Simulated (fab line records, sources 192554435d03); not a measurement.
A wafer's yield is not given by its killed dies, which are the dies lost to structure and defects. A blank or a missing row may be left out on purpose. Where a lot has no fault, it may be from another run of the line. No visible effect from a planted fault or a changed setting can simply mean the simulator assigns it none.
Split-lot study | flow n5 finfet | route with 1938 steps; 7 lots, 21 wafers read

== ABOUT THE SPLIT ==
At N5_BEOL_M15_PEB_26 (peb time 90 s), the setting peb temp c was moved away from the recipe's 130 C on 9 of the 21 wafers read, by -1.7% to +0.9%. The other wafers ran this setting at the recipe's value.

== FROM THE SPLIT TO THE READING: what the file shows between them, 2 steps ==
- N5_BEOL_M15_DEVELOP_27: develop time 45 s
- N5_BEOL_M15_HARDBAKE_32: time 120 s

== THE READING ==
cd nm at N5_BEOL_M15_CD_MEAS_28, given in nm (cd target 407.6 nm). On this fab line, fault-free wafers typically give 407.7 nm with a standard deviation of 1.9 nm.

wafer  | tool, chamber at the split | peb temp c as run, C | against the recipe | cd nm, nm | against lot-mates on the recipe
L074.2 | litho track-02, 0          | 128                  | -1.5%              | 396.2     | -10.8
L074.3 | litho track-02, 0          | 128                  | -1.5%              | 397.6     | -9.4
L074.4 | litho track-02, 0          | 130                  | recipe             | 407.0     | -
L075.3 | litho track-04, 0          | 130                  | recipe             | 409.9     | -
L075.4 | litho track-04, 0          | 130                  | recipe             | 406.3     | -
L075.5 | litho track-04, 0          | 130                  | recipe             | 407.2     | -
L076.2 | litho track-04, 0          | 131                  | +0.8%              | 412.4     | no lot-mate on the recipe
L076.5 | litho track-04, 0          | 131                  | +0.8%              | 412.7     | no lot-mate on the recipe
L076.6 | litho track-04, 0          | 131                  | +0.8%              | 411.3     | no lot-mate on the recipe
L087.1 | litho track-05, 0          | 130                  | recipe             | 407.7     | -
L087.2 | litho track-05, 0          | 130                  | recipe             | 407.1     | -
L087.4 | litho track-05, 0          | 128.3                | -1.3%              | 398.0     | -9.4
L093.2 | litho track-05, 0          | 131.2                | +0.9%              | 415.7     | +4.6
L093.3 | litho track-05, 0          | 130                  | recipe             | 411.1     | -
L093.4 | litho track-05, 0          | 131.2                | +0.9%              | 415.6     | +4.5
L094.1 | litho track-04, 0          | 130                  | recipe             | 405.2     | -
L094.2 | litho track-04, 0          | 130                  | recipe             | 405.1     | -
L094.5 | litho track-04, 0          | 127.8                | -1.7%              | 393.5     | -11.6
L095.3 | litho track-02, 0          | 130                  | recipe             | 406.2     | -
L095.4 | litho track-02, 0          | 130                  | recipe             | 407.1     | -
L095.5 | litho track-02, 0          | 130                  | recipe             | 407.2     | -

FIT RESULTS
A straight line over all 21 wafers: cd nm changes by +7.36 nm for each +1% of peb temp c; r = +0.97; the points scatter about the line by 1.5 nm.
The same after taking each lot's own level away (the mean of its wafers on the recipe; 18 wafers): +6.38 nm for each +1%; r = +0.98; scatter 0.9 nm.
That fit puts the effect of the largest move of peb temp c on the reading at 11 nm.
Across the lots, their own levels run from 405.15 to 411.10 nm, a range of 3.1 times the standard deviation given above.
So the slope is not independent of the lot-to-lot level: the two fits are not the same.
Check: -10.9 nm against its lot-mates is what the line predicts for one of the wafers moved furthest among these (-1.7%) when that wafer is left out of the fit. Against them it came out at -11.6 nm.

== THE WHOLE CHAIN: every reading that the file lists as answering this split, in the file's order ==
step                       | what it does                                                            | reading                                                         | change (the file's fit)              | r (the file's)
N5_BEOL_M15_CD_MEAS_28     | target cd 407.6 nm                                                      | cd nm                                                           | +6.64 nm for each +1% of the setting | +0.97
N5_BEOL_M15_DESCUM_33      | chemistry O2, time 7.9 s                                                | BEOL_M15.cd nm (the simulator's own value, which no gauge read) | +6.68 nm for each +1% of the setting | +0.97
N5_BEOL_M15_ETCH_61        | etches BARC in N2/H2, target depth 89 nm, overetch 26.7 nm, time 67.9 s | BEOL_M15.cd nm (the simulator's own value, which no gauge read) | +6.29 nm for each +1% of the setting | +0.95
N5_BEOL_M15_TRENCH_ETCH_34 | etches SiO2 in C4F8/O2/Ar, target depth 872.93 nm, time 199 s           | BEOL_M15.cd nm (the simulator's own value, which no gauge read) | +6.18 nm for each +1% of the setting | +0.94

== FILE'S OWN FIT ==
cd nm changes by +6.64 nm for each +1% of peb temp c, r = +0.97.
